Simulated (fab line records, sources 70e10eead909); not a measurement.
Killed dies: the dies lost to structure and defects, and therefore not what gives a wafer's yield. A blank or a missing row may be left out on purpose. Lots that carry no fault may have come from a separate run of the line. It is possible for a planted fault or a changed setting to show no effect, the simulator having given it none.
Chamber matching | flow nand harc | NHARC_A_SLIT_DEP_25 on pecvd-02: 3 sister chambers
The step deposits SiO2, target thk 200 nm. 18 wafers are shown with their chamber, then 9 later ones without.

## WAFERS, EACH WITH ITS CHAMBER
wafer  | chamber | throttle valve pct (%) | heater power w (W)
L479.2 | 1       | 15.5                   | 512
L479.3 | 2       | 15.2                   | 647
L479.5 | 2       | 15.2                   | 664
L481.1 | 1       | 15.8                   | 567
L481.2 | 0       | 16.2                   | 672
L481.4 | 1       | 15.7                   | 586
L483.1 | 0       | 16.3                   | 695
L483.3 | 1       | 15.9                   | 553
L483.5 | 1       | 16.0                   | 574
L485.1 | 2       | 15.3                   | 688
L485.2 | 0       | 16.5                   | 631
L485.6 | 1       | 15.8                   | 633
L486.2 | 0       | 16.5                   | 659
L486.3 | 2       | 15.4                   | 708
L486.6 | 1       | 16.2                   | 642
L489.2 | 1       | 16.3                   | 641
L489.4 | 0       | 16.4                   | 695
L489.6 | 2       | 15.3                   | 704

SIGNATURES (means of the wafers above)
reading            | chamber 0 | chamber 1 | chamber 2 | scatter within a chamber
throttle valve pct | 16.380    | 15.900    | 15.280    | 0.196
heater power w     | 670.40    | 588.50    | 682.20    | 37.4
Rule: a wafer's distance from a chamber is the root of the sum, over the readings, of the square of ((its reading less the chamber's mean) divided by the reading's scatter). The wafer belongs to the nearest chamber; if the next one is less than 2 further off, it can't be placed. The scatter: the root of (the sum of the squares of (reading less its chamber's mean) over the shown wafers, divided by (wafers less chambers)).

## WAFERS WITHOUT THEIR CHAMBER
wafer  | throttle valve pct (%) | heater power w (W)
L492.2 | 16.5                   | 611
L492.4 | 16.0                   | 684
L492.5 | 16.4                   | 609
L499.1 | 15.5                   | 500
L499.2 | 15.5                   | 609
L499.6 | 16.0                   | 521
L500.3 | 15.7                   | 598
L500.5 | 16.2                   | 656
L500.6 | 15.9                   | 733

## WHICH CHAMBER EACH ONE RAN IN
wafer  | from the rows above          | in truth
L492.2 | can't be placed: 0 or 1      | 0
L492.4 | can't be placed: 0 or 1 or 2 | 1
L492.5 | can't be placed: 0 or 1      | 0
L499.1 | can't be placed: 1 or 2      | 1
L499.2 | can't be placed: 1 or 2      | 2
L499.6 | 1                            | 1
L500.3 | 1                            | 1
L500.5 | can't be placed: 0 or 1      | 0
L500.6 | can't be placed: 0 or 2 or 1 | 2
Placed correctly: 2 of 9. From these rows, 7 cannot be placed; in 7 the true chamber is one of the candidates. Placed wrongly: 0.
